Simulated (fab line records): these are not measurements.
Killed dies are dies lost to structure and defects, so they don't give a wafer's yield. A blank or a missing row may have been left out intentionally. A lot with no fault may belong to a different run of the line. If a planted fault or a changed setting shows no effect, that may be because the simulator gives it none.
Comparing a struck lot with a sound one	flow n5Finfet	14 steps out of a route of 1938
Sound: wafers L767.1, L767.5, L767.6. Struck: wafer L779.6. (L779.3 of the same lot was not struck and is left out.) The cause comes at the end.
Per side, at each step with rows, come the tool, then ch with its chambers, and then its first start. Under that, the readings that differ: sound wafers	struck wafers	difference of the means	sigmas: that difference in standard deviations of wafers without a fault.
alike: a reading whose means differ by less than 2 such deviations, as well as words and numbers matching on both sides. not compared: withheld readings; readings where some wafer has no value; bounds like >300 that might hide an equal value; numbers whose values overlap and for which the record gives no deviation.
Wherever a step has rows on one side only, a row that says differs or no value, or a row with sigmas, the two part there. Numbers that don't overlap but have no deviation are shown without sigmas and don't part them. A reading missing from all wafers of one side parts the sides only when that side holds two or more wafers.

first, 2 steps without rows for these wafers: N5_BEOL_M7_PRECLEAN_42 (cleans in residue remover, time 60 s); N5_BEOL_M7_SRD_43 (time 30 s).
N5_BEOL_M7_CD_MEAS_35: the cd target is 40 nm.
  struck on cdSem-02, day 15 14:26; sound on cdSem-01, day 13 15:25
  alike: cdNm
N5_BEOL_M7_CURE_75: cures SiCOH lowk, time 120 s.
  sound on uvCure-01 ch 2, day 13 15:28; struck on uvCure-02 ch 0, day 15 15:21
reading	sound	struck	difference	sigmas
wafer_temp_C_max	373.7 373.4 372.8	371.3	-2.0	-3
  alike: lampPowerPct
then, 1 step without rows for these wafers: N5_BEOL_M7_DEGAS_44 (time 60 s).
N5_BEOL_M7_PRE_CLEAN_45: time 30 s.
  struck on pvdSputter-02, day 15 15:49; sound on pvdSputter-03, day 13 15:59
reading	sound	struck	difference	sigmas
heaterPowerW (W)	319 319 330	419	+96	+3
N5_BEOL_M7_ALD_77: deposits TaN, target thk 2 nm, pulse time 2 s, purge time 3 s.
  sound on aldMetal-01 ch 0,3, day 13 16:16; struck on aldMetal-01 ch 3, day 15 15:58
  alike: heaterPowerW
N5_BEOL_M7_SURFACE_TREAT_79:
  struck on pvdSputter-02, day 15 16:25; sound on pvdSputter-03, day 13 16:37
  alike: arFlowSccm
  not compared: throttleValvePct
then, 3 steps without rows for these wafers: N5_BEOL_M7_CVD_78 (deposits Co from CCTBA/H2, target thk 2 nm, time 142.3 s); N5_BEOL_M7_SPUTTER_48 (material Cu, target thk 10 nm, time 1.667 s); N5_BEOL_M7_ECD_50 (material Cu, target thk 300 nm).
N5_BEOL_M7_ANNEAL_51: time 90 s.
  sound on rtpAnneal-02 ch 0, day 13 17:22; struck on rtpAnneal-02 ch 0, day 15 17:01
  alike: wafer_temp_C_max
N5_BEOL_M7_CMP_52: polishes, stops on SiCOH lowk, t overpolish 6.9 s, target thk 80 nm.
  sound on cmp-02 ch 2,3, day 13 17:40; struck on cmp-02 ch 3, day 15 17:16
reading	sound	struck	difference	sigmas
barrierFieldEndpointS (s)	29.5 29.8 29.2	16.6	-12.9	-13
timeToEndpointS (s)	60 60 61	37	-23	-5
  alike: motorCurrentA, overpolishRunS
-- a jump in the record: the struck wafers' starts before and after are 3 days apart (it breaks off in module BEOL_M7 and resumes in module PASSIVATION, where the first step shown is number 1936 of the route) --
N5_PASSIVATION_PROBE_49:
  struck on prober-01, day 19 04:22; sound on prober-01, day 17 03:33
  alike: defectLimitedYield, killed_at_M0_to_M3, killed_at_M4_up, killedAtContacts, killedAtFrontEnd, killedAtOther, killedDies, killedOpen, killedShort, sort_bin_5_function, sort_bin_6_memory, sort_bin_8_speed, sortNPass, sortYieldPct

== WHERE THEY PART ==
At N5_BEOL_M7_CURE_75 first; at N5_BEOL_M7_CMP_52 last (within this record only). Later steps at which nothing parts them and some readings are alike: N5_PASSIVATION_PROBE_49.

WHY: what the simulator had put in
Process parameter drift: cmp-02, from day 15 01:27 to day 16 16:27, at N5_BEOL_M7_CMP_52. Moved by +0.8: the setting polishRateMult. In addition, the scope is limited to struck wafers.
